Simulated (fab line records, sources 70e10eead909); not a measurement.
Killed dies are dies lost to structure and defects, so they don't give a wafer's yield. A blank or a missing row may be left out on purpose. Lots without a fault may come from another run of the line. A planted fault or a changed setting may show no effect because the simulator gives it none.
fab line records | flow nand_harc
record lots=12 wafers=36 last_day=33
route steps=1302 shown A_CONTACT@1039 END@1302
lots that met no fault: from a run of the same line without faults
start_h: hours from the record's first day to the start of the lot's first wafer shown | wait_h: hours since the lot's step before | " the same as in the row above | L1.1+2: a row that stands for several wafers | - no value, or no start given | * or withheld: withheld | < > ~ a bound
route shown NAME@n: a module of which the file shows steps, and the number in the route of the first | usual: mean/standard deviation of fault-free wafers | same: alike in all rows | chamber/n: place in a boat | sites: the reading at each site | _std_site: their standard deviation | _edge_site: outer sites' mean less inner sites' | radius_mm: how far each site lies from the wafer's centre | mask NAME#n: copy n | behind: the tool/chamber that last shaped the wafer | hold: why the lot was held/for how many hours/how that ended | device: the transistor (n, p or np) that didn't switch | end of line: the same wafers' tests at the end of the route | a step without rows: its recipe alone | killed: dies lost to structure and defects at the first sort, not the wafer's yield | map: a wafer's dies, x killed, . not, _ none there
set.NAME: the setting as run; set.NAME@STEP: as run at that earlier step | model.NAME: the simulator's own value behind a step, which no gauge read
steps of the route over a sample of lots; a table a step, a row a wafer
services: from which hour (start_h, from the record's first day; less than 0 if before it) a tool's chamber was out of use, for how many hours, and why
## steps
# step NHARC_A_CONTACT_CD_MEAS_69
# recipe target_cd_nm=300 landing_energy_ev=500
# usual cd_nm=300.0/0.51
# columns lot.wafer tool chamber start_h wait_h cd_nm
L982.3 cd_sem-03 0 503.82 - 299.7
L982.4 " 0 " " 300.2
L982.6 " 0 " " 300.0
L983.2 cd_sem-03 0 504.28 - 299.1
L983.4 " 0 " " 299.3
L983.5 " 0 " " 299.3
L984.1 cd_sem-03 0 534.29 - 299.3
L984.4 " 0 " " 299.9
L984.5 " 0 " " 300.2
L986.1 cd_sem-02 0 537.11 - 300.0
L986.3 " 0 " " 299.5
L986.4 " 0 " " 300.3
L985.3 cd_sem-01 0 543.69 - 300.4
L985.5 " 0 " " 299.7
L985.6 " 0 " " 300.2
L987.1 cd_sem-03 0 552.63 - 299.8
L987.5 " 0 " " 300.3
L987.6 " 0 " " 300.9
L989.1 cd_sem-01 0 573.69 - 300.1
L989.4 " 0 " " 299.6
L989.6 " 0 " " 299.8
L991.2 cd_sem-01 0 592.12 - 299.7
L991.5 " 0 " " 299.7
L991.6 " 0 " " 300.6
L999.3 cd_sem-02 0 654.95 - 299.6
L999.4 " 0 " " 299.8
L999.6 " 0 " " 299.3
L998.1 cd_sem-02 0 658.18 - 300.2
L998.3 " 0 " " 299.9
L998.5 " 0 " " 299.7
L104.4 cd_sem-03 0 724.43 - 300.6
L104.5 " 0 " " 300.6
L104.6 " 0 " " 300.2
L105.2 cd_sem-03 0 736.17 - 299.6
L105.4 " 0 " " 299.4
L105.6 " 0 " " 299.8
# step NHARC_A_CONTACT_ETCH_76
# recipe target_depth_a=2600 over_etch_frac=0.3 time_s=475.3 ion_energy_ev=200 n2_flow_sccm=150 h2_flow_sccm=150 ar_flow_sccm=0 rf_w=400 bias_w=150 chemistry=N2/H2
# usual drypump_motor_current_A=5.7/0.35 mfc_ar_sccm=0.012/0.015 oes_product_au=0.998/0.011 rf_vpp_V=430/3.1 showerhead_plenum_p_Torr=2.01/0.11 throttle_valve_pct=14.172/0.0092
# columns lot.wafer tool chamber start_h wait_h drypump_motor_current_A mfc_ar_sccm oes_product_au rf_hours_counter_h rf_vpp_V showerhead_plenum_p_Torr throttle_valve_pct
L982.3 rie_diel-07 1 504.21 - 5.5 0 1.014 2 433 2.15 14.177
L982.4 " 2 " " 5.7 0.035 1.038 3 429 1.95 14.173
L982.6 " 0 " " 5.9 0 1.025 - 426 1.90 14.178
L983.4 rie_diel-03 2 504.64 - 5.9 0 0.985 10 432 2.07 14.195
L983.2 " 1 " " 5.1 0 1.003 10 428 1.93 14.196
L983.5 " 2 " " 5.8 0 1.002 - 432 2.07 14.157
L984.4 rie_diel-07 3 534.72 - 5.4 0.025 0.993 7 427 1.94 14.155
L984.1 " 0 " " 5.9 0 1.023 7 427 1.90 14.164
L984.5 " 1 " " 5.5 0 0.998 - 433 2.15 14.165
L986.4 rie_diel-11 1 537.51 - 5.5 0 0.976 30 433 2.15 14.169
L986.3 " 2 " " 6.1 0 0.983 33 429 1.99 14.182
L986.1 " 3 " " 5.1 0.039 0.997 33 429 1.93 14.170
L985.3 rie_diel-03 2 544.11 - 5.9 0 0.999 24 431 2.07 14.173
L985.6 " 0 " " 5.9 0.016 1.001 - 428 1.94 14.169
L985.5 " 1 " " 5.1 0 1.012 - 427 1.92 14.183
L987.1 rie_diel-11 0 553.02 - 6.2 0.016 0.999 36 434 2.20 14.177
L987.5 " 3 " " 5.2 0.039 0.998 - 426 1.93 14.189
L987.6 " 0 " " 6.1 0.016 0.998 - 435 2.20 14.188
L989.4 rie_diel-11 2 574.08 - 6.1 0 0.994 43 429 1.98 14.175
L989.1 " 0 " " 6.1 0.016 0.984 45 435 2.20 14.175
L989.6 " 2 " " 6.1 0 0.987 - 430 1.98 14.171
L991.2 rie_diel-07 0 592.58 - 5.9 0 0.999 18 426 1.89 14.163
L991.5 " 1 " " 5.5 0 0.990 - 433 2.14 14.168
L991.6 " 2 " " 5.7 0.035 1.013 - 429 1.95 14.177
L999.4 rie_diel-11 1 655.37 - 5.6 0 1.001 16 434 2.13 14.183
L999.3 " 2 " " 6.1 0 0.991 17 428 1.97 14.160
L999.6 " 3 " " 5.1 0.039 1.257 - 428 1.92 14.178
L998.1 rie_diel-11 3 658.58 - 5.1 0.039 1.249 18 428 1.92 14.178
L998.3 " 0 " " 6.1 0.016 0.996 18 434 2.19 14.176
L998.5 " 3 " " 5.1 0.039 1.247 - 427 1.92 14.178
L104.4 rie_diel-07 0 725.14 - 5.8 0 0.990 4 426 1.89 14.186
L104.5 " 2 " " 5.7 0.035 0.999 - 428 1.94 14.157
L104.6 " 3 " " 5.4 0.025 0.988 - 428 1.93 14.163
L105.4 rie_diel-07 0 736.53 - 5.8 0 1.005 5 427 1.89 14.187
L105.2 " 3 " " 5.4 0.025 0.998 6 427 1.93 14.155
L105.6 " 0 " " 5.9 0 0.992 - 426 1.89 14.174
# step NHARC_A_CONTACT_ETCH_78
# recipe target_depth_a=53000 over_etch_frac=0.3 time_s=1378 ion_energy_ev=150 o2_flow_sccm=400 cos_flow_sccm=20 ar_flow_sccm=0 rf_w=500 bias_w=300 chemistry=O2/COS
# usual drypump_motor_current_A=5.7/0.35 mfc_ar_sccm=0.012/0.015 oes_product_au=0.999/0.01 rf_vpp_V=313.3/2.2 showerhead_plenum_p_Torr=3.07/0.15 throttle_valve_pct=28.331/0.0085
# columns lot.wafer tool chamber start_h wait_h drypump_motor_current_A mfc_ar_sccm oes_product_au rf_hours_counter_h rf_vpp_V showerhead_plenum_p_Torr throttle_valve_pct
L982.3 rie_diel-07 2 - - 5.7 0.035 1.021 3 311.0 3.00 28.330
L982.4 " 0 " " 5.9 0 1.025 2 311.1 2.92 28.319
L982.6 " 1 " " 5.5 0 1.020 - 316.1 3.27 28.346
L983.2 rie_diel-03 0 - - 5.9 0.016 0.984 11 311.8 2.99 28.330
L983.4 " 1 " " 5.1 0 1.010 10 313.1 2.97 28.330
L983.5 " 0 " " 5.9 0.016 0.998 - 311.6 2.99 28.357
L984.4 rie_diel-07 2 - - 5.7 0.035 1.019 10 312.0 2.99 28.333
L984.1 " 0 " " 5.9 0 1.024 7 310.7 2.92 28.337
L984.5 " 2 " " 5.7 0.035 1.029 - 312.9 2.99 28.318
L986.4 rie_diel-11 2 - - 6.1 0 0.992 33 313.6 3.05 28.315
L986.1 " 3 " " 5.2 0.039 0.996 33 311.5 2.97 28.322
L986.3 " 1 " " 5.5 0 0.994 31 315.9 3.28 28.330
L985.3 rie_diel-03 1 - - 5.1 0 0.992 25 312.3 2.96 28.330
L985.6 " 3 " " 5.9 0 0.989 - 312.8 2.93 28.330
L985.5 " 0 " " 5.9 0.016 0.998 - 312.0 2.99 28.338
L987.1 rie_diel-11 1 - - 5.5 0 0.999 37 317.9 3.27 28.337
L987.6 " 3 " " 5.2 0.039 0.991 - 312.0 2.97 28.332
L987.5 " 0 " " 6.1 0.016 0.998 - 317.8 3.35 28.325
L989.4 rie_diel-11 0 - - 6.1 0.016 0.984 46 317.9 3.35 28.329
L989.1 " 3 " " 5.1 0.039 0.994 44 311.2 2.96 28.339
L989.6 " 1 " " 5.5 0 0.984 - 315.4 3.27 28.354
L991.2 rie_diel-07 1 - - 5.6 0 1.003 15 317.0 3.27 28.339
L991.6 " 2 " " 5.7 0.035 1.016 - 311.3 2.99 28.325
L991.5 " 3 " " 5.4 0.025 0.998 - 311.3 2.97 28.327
L999.4 rie_diel-11 3 - - 5.1 0.039 0.994 17 311.1 2.95 28.331
L999.3 " 0 " " 6.2 0.016 0.989 17 316.7 3.33 28.342
L999.6 " 3 " " 5.1 0.039 0.986 - 311.6 2.95 28.337
L998.3 rie_diel-11 1 - - 5.5 0 0.996 18 315.4 3.25 28.336
L998.1 " 0 " " 6.1 0.016 0.997 18 315.3 3.33 28.334
L998.5 " 2 " " 6.1 0 0.988 - 312.8 3.03 28.333
L104.4 rie_diel-07 2 - - 5.7 0.035 1.010 4 311.3 2.99 28.335
L104.6 " 3 " " 5.4 0.025 0.992 - 312.3 2.97 28.321
L104.5 " 0 " " 5.8 0 1.010 - 310.5 2.91 28.329
L105.2 rie_diel-07 1 - - 5.5 0 1.000 4 315.9 3.26 28.336
L105.4 " 2 " " 5.7 0.035 1.003 5 311.5 2.99 28.340
L105.6 " 1 " " 5.6 0 1.004 - 315.9 3.26 28.332
# step NHARC_A_CONTACT_ETCH_130
# recipe source_w=withheld pressure_mtorr=20 bias_v=3000 time_s=197 target_depth_a=19180 ar_flow_sccm=withheld c4f8_flow_sccm=withheld o2_flow_sccm=withheld chemistry=C4F8/O2/Ar
# columns lot.wafer tool chamber start_h wait_h rf_hours_counter_h
L982.4 har_cap_etch-02 0 507.03 0.1 -
L982.3 " 1 " " -
L982.6 " 1 " " -
L983.2 har_cap_etch-03 1 507.12 0.1 45
L983.4 " 0 " " -
L983.5 " 0 " " -
L984.1 har_cap_etch-01 0 537.13 0.1 3
L984.4 " 1 " " -
L984.5 " 0 " " -
L986.1 har_cap_etch-03 1 540.29 0.2 50
L986.3 " 1 " " -
L986.4 " 0 " " -
L985.3 har_cap_etch-03 0 546.57 0.1 -
L985.6 " 1 " " -
L985.5 " 0 " " -
L987.1 har_cap_etch-03 1 555.48 0.1 54
L987.6 " 0 " " -
L987.5 " 1 " " -
L989.1 har_cap_etch-02 0 576.51 0.1 100
L989.4 " 1 " " -
L989.6 " 0 " " -
L991.2 har_cap_etch-03 0 594.92 0.1 61
L991.6 " 0 " " -
L991.5 " 1 " " -
L999.3 har_cap_etch-02 1 657.91 0.1 -
L999.4 " 0 " " -
L999.6 " 1 " " -
L998.1 har_cap_etch-03 0 661.02 0.1 72
L998.3 " 0 " " -
L998.5 " 0 " " -
L104.4 har_cap_etch-03 0 727.59 0.1 -
L104.5 " 1 " " -
L104.6 " 0 " " -
L105.2 har_cap_etch-02 0 738.98 0.1 130
L105.4 " 0 " " -
L105.6 " 1 " " -
# step NHARC_END_SORT_01
# recipe temp_c=25
# usual killed_at_array=56/18 killed_at_other=1.4/1.5 killed_at_periphery=4/3.1 killed_dies=61/19 killed_open=3.5/1.8 killed_short=2.4/1.4
# same gross_dies=677
# columns lot.wafer tool chamber start_h wait_h killed_at_array killed_at_other killed_at_periphery killed_dies killed_open killed_short
L983.2 prober-01 0 562.15 2.8 27 1 3 31 3 3
L983.4 prober-01 0 563.75 3.4 17 2 1 20 1 4
L983.5 prober-01 0 564.55 3.7 21 0 6 27 5 2
L982.3 prober-02 0 562.99 3.1 63 0 1 64 2 2
L982.4 prober-02 0 563.80 3.4 64 1 0 65 3 1
L982.6 prober-02 0 565.42 4.0 81 0 4 85 3 5
L984.1 prober-01 0 592.95 2.5 60 2 6 68 3 1
L984.4 prober-01 0 595.32 3.4 54 3 5 62 7 1
L984.5 prober-01 0 596.12 3.7 54 1 8 63 3 2
L986.1 prober-02 0 600.96 2.5 71 1 6 78 3 2
L986.3 prober-02 0 602.53 3.1 58 2 3 63 2 2
L986.4 prober-02 0 603.31 3.4 67 7 4 78 6 1
L985.3 prober-01 0 608.47 3.1 50 0 2 52 1 3
L985.5 prober-01 0 610.05 3.7 43 1 1 45 0 0
L985.6 prober-01 0 610.83 3.9 58 1 1 60 4 1
L987.1 prober-02 0 612.33 2.5 61 1 1 63 2 2
L987.5 prober-02 0 615.51 3.7 67 1 1 69 5 0
L987.6 prober-02 0 616.31 4.0 51 1 1 53 1 4
L989.1 prober-02 0 635.73 2.5 68 0 3 71 5 2
L989.4 prober-02 0 638.12 3.4 57 0 1 58 4 1
L989.6 prober-02 0 639.71 4.0 66 1 2 69 7 5
L991.2 prober-01 0 655.53 2.8 47 0 7 54 6 4
L991.5 prober-01 0 657.92 3.7 43 3 14 60 4 4
L991.6 prober-01 0 658.72 4.0 40 1 5 46 2 2
L999.3 prober-02 0 716.00 3.1 56 2 1 59 5 1
L999.4 prober-02 0 716.80 3.4 48 4 3 55 7 1
L999.6 prober-02 0 718.40 4.0 46 2 4 52 4 2
L998.1 prober-01 0 721.77 2.5 54 1 7 62 1 1
L998.3 prober-01 0 723.37 3.1 68 3 2 73 3 3
L998.5 prober-01 0 724.97 3.7 64 1 7 72 4 0
L104.4 prober-01 0 790.54 3.4 61 2 5 68 3 2
L104.5 prober-01 0 791.34 3.7 97 4 2 103 5 3
L104.6 prober-01 0 792.14 4.0 83 2 5 90 2 2
L105.2 prober-02 0 799.47 2.8 39 0 0 39 4 6
L105.4 prober-02 0 801.08 3.4 26 0 2 28 2 1
L105.6 prober-02 0 802.69 4.0 29 0 1 30 0 4
# killed by level:class
L983.2 A_CHANNEL_HOLE_D2:chamber_film_flake=11 A_STAIRCASE:chamber_film_flake=9 P_ZERO_WELL:chamber_film_flake=2 A_ONON_D1:geometric_particle:short=1 A_CHANNEL_HOLE_D1:geometric_particle:short=1 A_ONON_D2:geometric_particle:open=1 A_WL_FILL:geometric_particle:short=1 A_WL_FILL:geometric_particle:open=1
L982.3 A_CHANNEL_HOLE_D1:chamber_film_flake=30 A_SLIT:chamber_film_flake=19 A_CONTACT:chamber_film_flake=3 A_CHANNEL_FILL_D1:chamber_film_flake=2 A_CHANNEL_HOLE_D2:chamber_film_flake=2 A_STAIRCASE:chamber_film_flake=2 A_ONON_D2:geometric_particle:open=1 A_CHANNEL_FILL_D2:geometric_particle:open=1
L983.4 A_STAIRCASE:chamber_film_flake=5 A_CHANNEL_HOLE_D2:chamber_film_flake=4 A_WL_FILL:geometric_particle:short=2 THIN_TSV:chamber_film_flake=2 A_ONON_D2:geometric_particle:open=1 A_ONON_D2:geometric_particle:short=1 A_CHANNEL_FILL_D2:geometric_particle:short=1 P_ZERO_WELL:chamber_film_flake=1
L982.4 A_CHANNEL_HOLE_D1:chamber_film_flake=34 A_SLIT:chamber_film_flake=19 A_CHANNEL_HOLE_D2:chamber_film_flake=2 A_ONON_D1:geometric_particle:short=1 A_CONTACT:geometric_particle:open=1 A_M0:geometric_particle:open=1 A_M1:geometric_particle:open=1 A_ZERO_WELL:chamber_film_flake=1
L983.5 A_CHANNEL_HOLE_D2:chamber_film_flake=6 A_STAIRCASE:chamber_film_flake=5 P_M0:chamber_film_flake=3 A_M0:geometric_particle:open=2 A_CONTACT:chamber_film_flake=2 P_GATE:geometric_particle:open=1 P_CONTACT:geometric_particle:open=1 A_ONON_D1:geometric_particle:short=1
L982.6 A_CHANNEL_HOLE_D1:chamber_film_flake=29 A_SLIT:chamber_film_flake=25 A_CHANNEL_HOLE_D2:chamber_film_flake=11 A_CONTACT:chamber_film_flake=6 P_GATE:geometric_particle:open=1 P_M0:geometric_particle:open=1 A_ONON_D1:geometric_particle:short=1 A_CHANNEL_FILL_D1:geometric_particle:short=1
L984.1 A_CHANNEL_HOLE_D2:chamber_film_flake=42 P_M2:chamber_film_flake=5 A_CONTACT:chamber_film_flake=4 A_SGD_CUT:chamber_film_flake=3 A_M0:geometric_particle:open=2 A_CHANNEL_HOLE_D1:chamber_film_flake=2 A_WL_FILL:chamber_film_flake=2 A_STAIRCASE:chamber_film_flake=2
L984.4 A_CHANNEL_HOLE_D2:chamber_film_flake=35 A_CONTACT:chamber_film_flake=4 A_ONON_D2:geometric_particle:open=3 A_BONDPAD:chamber_film_flake=3 THIN_TSV:chamber_film_flake=3 P_CONTACT:geometric_particle:open=2 A_M0:geometric_particle:open=2 P_STI:chamber_film_flake=2
L984.5 A_CHANNEL_HOLE_D2:chamber_film_flake=30 P_M2:chamber_film_flake=6 A_CHANNEL_HOLE_D1:chamber_film_flake=6 A_CONTACT:chamber_film_flake=4 A_WL_FILL:chamber_film_flake=3 A_DECK1_JOINT:chamber_film_flake=2 A_SGD_CUT:chamber_film_flake=2 P_CONTACT:geometric_particle:short=1
L986.1 A_CHANNEL_HOLE_D1:chamber_film_flake=33 A_CHANNEL_HOLE_D2:chamber_film_flake=28 P_ZERO_WELL:chamber_film_flake=3 A_CHANNEL_FILL_D2:chamber_film_flake=3 A_WL_FILL:geometric_particle:short=2 P_GATE:geometric_particle:open=1 P_CONTACT:geometric_particle:open=1 A_M1:geometric_particle:open=1
L986.3 A_CHANNEL_HOLE_D1:chamber_film_flake=32 A_CHANNEL_HOLE_D2:chamber_film_flake=16 A_STAIRCASE:chamber_film_flake=3 A_CHANNEL_FILL_D2:chamber_film_flake=3 THIN_TSV:chamber_film_flake=2 P_STI:geometric_particle:short=1 P_M1:geometric_particle:open=1 A_SOURCE_PLATE:geometric_particle:short=1
L986.4 A_CHANNEL_HOLE_D2:chamber_film_flake=29 A_CHANNEL_HOLE_D1:chamber_film_flake=19 THIN_TSV:chamber_film_flake=7 A_STAIRCASE:chamber_film_flake=5 A_DECK1_JOINT:chamber_film_flake=4 A_CHANNEL_FILL_D2:chamber_film_flake=3 P_CONTACT:geometric_particle:open=2 A_ONON_D2:geometric_particle:open=2
L985.3 A_SLIT:chamber_film_flake=28 A_CHANNEL_HOLE_D2:chamber_film_flake=4 A_CONTACT:chamber_film_flake=4 A_STAIRCASE:chamber_film_flake=3 P_STI:chamber_film_flake=2 A_CHANNEL_HOLE_D1:chamber_film_flake=2 A_CHANNEL_FILL_D2:chamber_film_flake=2 A_M1:chamber_film_flake=2
L985.5 A_SLIT:chamber_film_flake=17 A_CHANNEL_HOLE_D2:chamber_film_flake=12 A_CONTACT:chamber_film_flake=8 A_CHANNEL_HOLE_D1:chamber_film_flake=2 A_STAIRCASE:chamber_film_flake=2 P_ZERO_WELL:chamber_film_flake=1 A_WL_FILL:chamber_film_flake=1 A_M1:chamber_film_flake=1
L985.6 A_SLIT:chamber_film_flake=32 A_CONTACT:chamber_film_flake=7 A_CHANNEL_HOLE_D2:chamber_film_flake=4 A_STAIRCASE:chamber_film_flake=4 A_CHANNEL_HOLE_D1:chamber_film_flake=3 A_CHANNEL_FILL_D2:chamber_film_flake=3 A_ONON_D2:geometric_particle:open=1 A_STAIRCASE:geometric_particle:short=1
L987.1 A_CHANNEL_HOLE_D2:chamber_film_flake=34 A_CHANNEL_HOLE_D1:chamber_film_flake=6 A_CONTACT:chamber_film_flake=6 A_STAIRCASE:chamber_film_flake=4 A_DECK1_JOINT:chamber_film_flake=3 A_CHANNEL_FILL_D2:chamber_film_flake=3 P_GATE:geometric_particle:short=1 A_ONON_D1:geometric_particle:open=1
L987.5 A_CHANNEL_HOLE_D2:chamber_film_flake=47 A_CHANNEL_HOLE_D1:chamber_film_flake=5 A_M1:chamber_film_flake=3 A_CHANNEL_FILL_D2:geometric_particle:open=2 A_CHANNEL_FILL_D2:chamber_film_flake=2 A_STAIRCASE:chamber_film_flake=2 A_CONTACT:chamber_film_flake=2 P_CONTACT:geometric_particle:open=1
L987.6 A_CHANNEL_HOLE_D2:chamber_film_flake=31 A_STAIRCASE:chamber_film_flake=4 A_CHANNEL_HOLE_D1:chamber_film_flake=3 A_CONTACT:chamber_film_flake=3 A_CHANNEL_FILL_D2:chamber_film_flake=2 P_M1:geometric_particle:open=1 A_ONON_D1:geometric_particle:short=1 A_DECK1_JOINT:geometric_particle:short=1
L989.1 A_SLIT:chamber_film_flake=33 A_CHANNEL_HOLE_D2:chamber_film_flake=12 A_CONTACT:chamber_film_flake=8 A_WL_FILL:chamber_film_flake=3 P_CONTACT:geometric_particle:open=1 P_M0:geometric_particle:open=1 A_ONON_D1:geometric_particle:open=1 A_CHANNEL_FILL_D1:geometric_particle:short=1
L989.4 A_SLIT:chamber_film_flake=28 A_CONTACT:chamber_film_flake=7 A_CHANNEL_HOLE_D1:chamber_film_flake=4 A_CHANNEL_HOLE_D2:chamber_film_flake=4 A_STAIRCASE:chamber_film_flake=3 A_WL_FILL:chamber_film_flake=3 A_SGD_CUT:chamber_film_flake=2 A_ONON_D1:geometric_particle:open=1
L989.6 A_SLIT:chamber_film_flake=28 A_CHANNEL_HOLE_D2:chamber_film_flake=10 A_STAIRCASE:chamber_film_flake=5 A_CHANNEL_HOLE_D1:chamber_film_flake=3 A_WL_FILL:chamber_film_flake=3 A_CHANNEL_FILL_D1:geometric_particle:short=2 A_M0:geometric_particle:open=2 A_CHANNEL_FILL_D2:chamber_film_flake=2
L991.2 A_CHANNEL_HOLE_D2:chamber_film_flake=16 A_STAIRCASE:chamber_film_flake=9 A_CHANNEL_HOLE_D1:chamber_film_flake=6 A_CONTACT:chamber_film_flake=4 P_CONTACT:chamber_film_flake=3 P_BONDPAD:chamber_film_flake=3 A_CHANNEL_FILL_D1:geometric_particle:open=2 A_BLC:geometric_particle:open=2
L991.5 A_CHANNEL_HOLE_D2:chamber_film_flake=14 A_STAIRCASE:chamber_film_flake=11 A_CONTACT:chamber_film_flake=6 P_BONDPAD:chamber_film_flake=5 A_CHANNEL_HOLE_D1:chamber_film_flake=4 P_CONTACT:chamber_film_flake=3 THIN_TSV:chamber_film_flake=3 P_GATE:chamber_film_flake=2
L991.6 A_CHANNEL_HOLE_D2:chamber_film_flake=15 A_STAIRCASE:chamber_film_flake=9 A_CHANNEL_HOLE_D1:chamber_film_flake=7 P_BONDPAD:chamber_film_flake=3 A_CONTACT:chamber_film_flake=3 P_CONTACT:chamber_film_flake=2 A_DECK1_JOINT:geometric_particle:open=1 A_SGD_CUT:geometric_particle:short=1
L999.3 A_CHANNEL_HOLE_D1:chamber_film_flake=36 A_CONTACT:chamber_film_flake=7 A_SLIT:chamber_film_flake=3 A_STAIRCASE:chamber_film_flake=2 THIN_TSV:chamber_film_flake=2 A_ONON_D1:geometric_particle:open=1 A_CHANNEL_HOLE_D1:geometric_particle:open=1 A_CHANNEL_FILL_D1:geometric_particle:open=1
L999.4 A_CHANNEL_HOLE_D1:chamber_film_flake=30 A_CONTACT:chamber_film_flake=8 THIN_TSV:chamber_film_flake=4 A_STAIRCASE:chamber_film_flake=2 A_SLIT:chamber_film_flake=2 P_GATE:geometric_particle:open=1 P_CONTACT:geometric_particle:open=1 P_M1:geometric_particle:open=1
L999.6 A_CHANNEL_HOLE_D1:chamber_film_flake=33 A_SLIT:chamber_film_flake=6 A_CONTACT:chamber_film_flake=3 P_M1:geometric_particle:open=2 THIN_TSV:chamber_film_flake=2 P_CONTACT:geometric_particle:open=1 P_M2:geometric_particle:open=1 A_ONON_D2:geometric_particle:short=1
L998.1 A_SLIT:chamber_film_flake=28 A_CHANNEL_HOLE_D2:chamber_film_flake=17 P_GATE:chamber_film_flake=5 A_CHANNEL_HOLE_D1:chamber_film_flake=3 A_SGD_CUT:chamber_film_flake=2 A_WL_FILL:chamber_film_flake=2 P_M0:geometric_particle:open=1 STARTING-WAFER:geometric_particle:short=1
L998.3 A_SLIT:chamber_film_flake=31 A_CHANNEL_HOLE_D2:chamber_film_flake=16 A_CHANNEL_HOLE_D1:chamber_film_flake=10 A_CHANNEL_FILL_D2:chamber_film_flake=3 THIN_TSV:chamber_film_flake=2 P_CONTACT:geometric_particle:open=1 A_DECK1_JOINT:geometric_particle:open=1 A_WL_FILL:geometric_particle:short=1
L998.5 A_SLIT:chamber_film_flake=28 A_CHANNEL_HOLE_D2:chamber_film_flake=18 A_CHANNEL_HOLE_D1:chamber_film_flake=11 P_GATE:chamber_film_flake=6 P_M0:geometric_particle:open=1 A_SOURCE_PLATE:geometric_particle:open=1 A_CHANNEL_FILL_D1:geometric_particle:open=1 A_CHANNEL_FILL_D2:geometric_particle:open=1
L104.4 A_CHANNEL_HOLE_D2:chamber_film_flake=21 A_SLIT:chamber_film_flake=18 A_CHANNEL_HOLE_D1:chamber_film_flake=10 A_CONTACT:chamber_film_flake=6 P_GATE:chamber_film_flake=2 A_STAIRCASE:chamber_film_flake=2 P_GATE:geometric_particle:open=1 P_CONTACT:geometric_particle:open=1
L104.5 A_CHANNEL_HOLE_D2:chamber_film_flake=31 A_SLIT:chamber_film_flake=30 A_CHANNEL_HOLE_D1:chamber_film_flake=12 A_CONTACT:chamber_film_flake=11 THIN_TSV:chamber_film_flake=3 A_DECK1_JOINT:geometric_particle:short=2 A_DECK1_JOINT:chamber_film_flake=2 A_STAIRCASE:chamber_film_flake=2
L104.6 A_CHANNEL_HOLE_D2:chamber_film_flake=36 A_SLIT:chamber_film_flake=33 A_CHANNEL_HOLE_D1:chamber_film_flake=5 P_GATE:chamber_film_flake=2 A_DECK1_JOINT:chamber_film_flake=2 A_CONTACT:chamber_film_flake=2 THIN_TSV:chamber_film_flake=2 P_M0:geometric_particle:open=1
L105.2 A_SLIT:chamber_film_flake=10 A_CONTACT:chamber_film_flake=9 A_CHANNEL_FILL_D2:chamber_film_flake=4 A_ONON_D2:geometric_particle:open=2 A_CHANNEL_HOLE_D2:chamber_film_flake=2 A_STAIRCASE:chamber_film_flake=2 A_M0:chamber_film_flake=2 A_ONON_D1:geometric_particle:short=1
L105.4 A_SLIT:chamber_film_flake=9 A_CONTACT:chamber_film_flake=9 P_M2:geometric_particle:open=1 A_CHANNEL_HOLE_D2:geometric_particle:short=1 A_M1:geometric_particle:open=1 P_ZERO_WELL:chamber_film_flake=1 A_ZERO_WELL:chamber_film_flake=1 A_CHANNEL_FILL_D1:chamber_film_flake=1
L105.6 A_CONTACT:chamber_film_flake=10 A_SLIT:chamber_film_flake=9 A_CHANNEL_FILL_D2:chamber_film_flake=2 A_STAIRCASE:chamber_film_flake=2 A_ONON_D1:geometric_particle:short=1 A_CHANNEL_HOLE_D2:geometric_particle:short=1 A_SGD_CUT:geometric_particle:short=1 A_WL_FILL:geometric_particle:short=1
## services
# columns tool chamber start_h hours kind
rie_diel-07 0 480.32 - clean
rie_diel-07 1 480.32 - clean
rie_diel-07 2 480.32 - clean
rie_diel-07 3 480.32 - clean
rie_diel-07 3 480.32 - consumable_replace:focus_ring
rie_diel-03 0 481.35 3.6 repair
rie_diel-11 0 492.43 - clean
rie_diel-11 1 492.43 - clean
rie_diel-11 2 492.43 - clean
rie_diel-11 3 492.43 - clean
har_cap_etch-01 - 497.00 17.0 pm
rie_diel-07 0 504.88 - clean
rie_diel-07 1 504.88 - clean
rie_diel-07 2 504.88 - clean
rie_diel-07 1 535.80 6.2 repair
rie_diel-07 1 556.54 21.6 repair
rie_diel-07 - 586.78 0.6 repair
rie_diel-11 - 611.04 9.0 pm
rie_diel-03 0 630.78 15.7 repair
rie_diel-03 3 630.90 7.0 repair
rie_diel-03 - 637.33 9.0 pm
har_cap_etch-02 - 683.72 0.6 repair
rie_diel-11 0 700.93 5.1 repair
rie_diel-07 - 704.90 9.0 pm
## key
first_sign step=NHARC_A_CONTACT_ETCH_76 reading=oes_product_au direction=up sigmas=23 usual=0.998 struck=1.251
effect none on later readings
met_at NHARC_A_CONTACT_ETCH_76
struck_lots L998,L999
struck_wafers L998.1,L998.5,L999.6
tester_left_out L998,L999
not_acting_at NHARC_A_CONTACT_CD_MEAS_69,NHARC_A_CONTACT_ETCH_78,NHARC_A_CONTACT_ETCH_130
onset_between 553.02 655.37
fault kind=process_parameter_drift tool=rie_diel-11 chamber=3 onset_h=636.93 steps=NHARC_A_CONTACT_ETCH_76 channel=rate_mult offset=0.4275 shape=step end_h=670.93
# tester_left_out: of these lots the tester's yield and bins aren't shown, on N5 and GAA mostly nor the transistor test; their killed dies are dies lost to structure and defects alone, not to doping, threshold or leakage, so they don't give the yield
